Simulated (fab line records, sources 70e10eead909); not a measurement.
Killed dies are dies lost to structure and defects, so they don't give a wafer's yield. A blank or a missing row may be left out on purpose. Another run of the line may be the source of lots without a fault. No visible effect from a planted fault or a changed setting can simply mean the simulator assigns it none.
Chamber matching ; flow nand_harc ; NHARC_P_GATE_STRIP_101 on rie_diel-11 has 4 sister chambers
The step strips in O2, time 20 s. 14 wafers are shown with their chamber, then 7 later ones without.

WAFERS WITH THEIR CHAMBER
wafer;chamber;showerhead_plenum_p_Torr (Torr);drypump_motor_current_A (A);oes_product_au (a.u.)
L284.1;2;3.41;5.5;0.998
L284.2;0;3.74;5.7;1.004
L284.4;0;3.74;5.7;1.005
L285.4;3;3.35;5.8;0.989
L285.5;3;3.35;5.7;0.990
L285.6;2;3.41;5.4;0.996
L287.1;3;3.34;5.8;0.984
L287.3;2;3.41;5.4;0.986
L287.5;1;3.73;4.8;1.007
L292.1;3;3.34;5.7;0.981
L292.3;1;3.73;4.8;0.998
L292.5;2;3.41;5.4;0.996
L304.3;1;3.73;4.8;1.010
L304.5;2;3.40;5.4;0.992

SIGNATURES, as means of the wafers listed above
reading;chamber 0;chamber 1;chamber 2;chamber 3;scatter within a chamber
showerhead_plenum_p_Torr;3.7400;3.7300;3.4080;3.3450;0.00424
drypump_motor_current_A;5.700;4.800;5.420;5.750;0.0424
oes_product_au;1.00450;1.00500;0.99360;0.98600;0.00473
Rule: a wafer's distance from a chamber is the root of the sum, over the readings, of the square of ((its reading less the chamber's mean) divided by the reading's scatter). If the next closest chamber is less than 2 further off than the closest, the wafer can't be placed; otherwise it belongs to the closest. The scatter: take each reading less its chamber's mean, square it, sum over the shown wafers, divide by the number of wafers less the number of chambers, and take the root.

WAFERS WHOSE CHAMBER IS MISSING
wafer;showerhead_plenum_p_Torr (Torr);drypump_motor_current_A (A);oes_product_au (a.u.)
L304.6;3.73;4.8;1.003
L305.1;3.40;5.4;0.975
L305.2;3.74;5.7;0.987
L305.6;3.40;5.4;0.984
L307.3;3.74;5.7;0.989
L307.4;3.34;5.7;1.006
L307.5;3.74;5.7;0.979

CHAMBER TAKEN BY EACH
wafer;from the rows above;in truth
L304.6;1;1
L305.1;2;2
L305.2;0;0
L305.6;2;2
L307.3;0;0
L307.4;3;3
L307.5;0;0
7 of 7 placed correctly. Not placeable from these rows: 0. 0 placed wrongly.
